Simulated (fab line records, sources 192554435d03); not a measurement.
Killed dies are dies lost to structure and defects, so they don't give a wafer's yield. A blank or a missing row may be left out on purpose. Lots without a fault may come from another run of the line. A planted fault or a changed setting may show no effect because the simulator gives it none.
Chamber matching | flow n5_finfet | N5_BEOL_M9_DEP_56 on pecvd-02: 3 sister chambers
The step deposits SiCN from 3MS/NH3, target thk 15 nm, time 26.5 s. 3 wafers are shown with their chamber, then 8 later ones without.

WAFERS WITH THEIR CHAMBER
wafer  | chamber | throttle_valve_pct (%)
L085.6 | 0       | 9.9
L088.4 | 1       | 10.2
L091.4 | 2       | 9.0

WAFERS WITHOUT THEIR CHAMBER
wafer  | throttle_valve_pct (%)
L091.5 | 9.5
L091.6 | 9.6
L094.4 | 9.3
L094.5 | 9.8
L094.6 | 9.3
L093.1 | 9.6
L093.4 | 9.5
L093.5 | 9.0

WHICH CHAMBER EACH WENT THROUGH
wafer  | from the rows above          | in truth
L091.5 | can't be placed: 0 or 2 or 1 | 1
L091.6 | can't be placed: 0 or 1 or 2 | 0
L094.4 | can't be placed: 2 or 0      | 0
L094.5 | can't be placed: 0 or 1      | 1
L094.6 | can't be placed: 2 or 0      | 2
L093.1 | can't be placed: 0 or 1 or 2 | 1
L093.4 | can't be placed: 0 or 2 or 1 | 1
L093.5 | 2                            | 2
Placed correctly: 1 of 8. Can't be placed from these rows: 7 (the true chamber is among the candidates in 7). Placed wrongly: 0.
How it was worked out, from the rows above alone: a wafer's distance from a chamber is the root of the sum, over the readings, of the square of ((its reading less the chamber's mean) divided by the reading's scatter). The wafer belongs to the nearest chamber; if the next one is less than 2 further off, it can't be placed. A chamber's mean is the mean of its shown wafers. The scatter: with one shown wafer a chamber, the root of the mean of the squares of how far each hidden wafer lies from its nearest shown one.
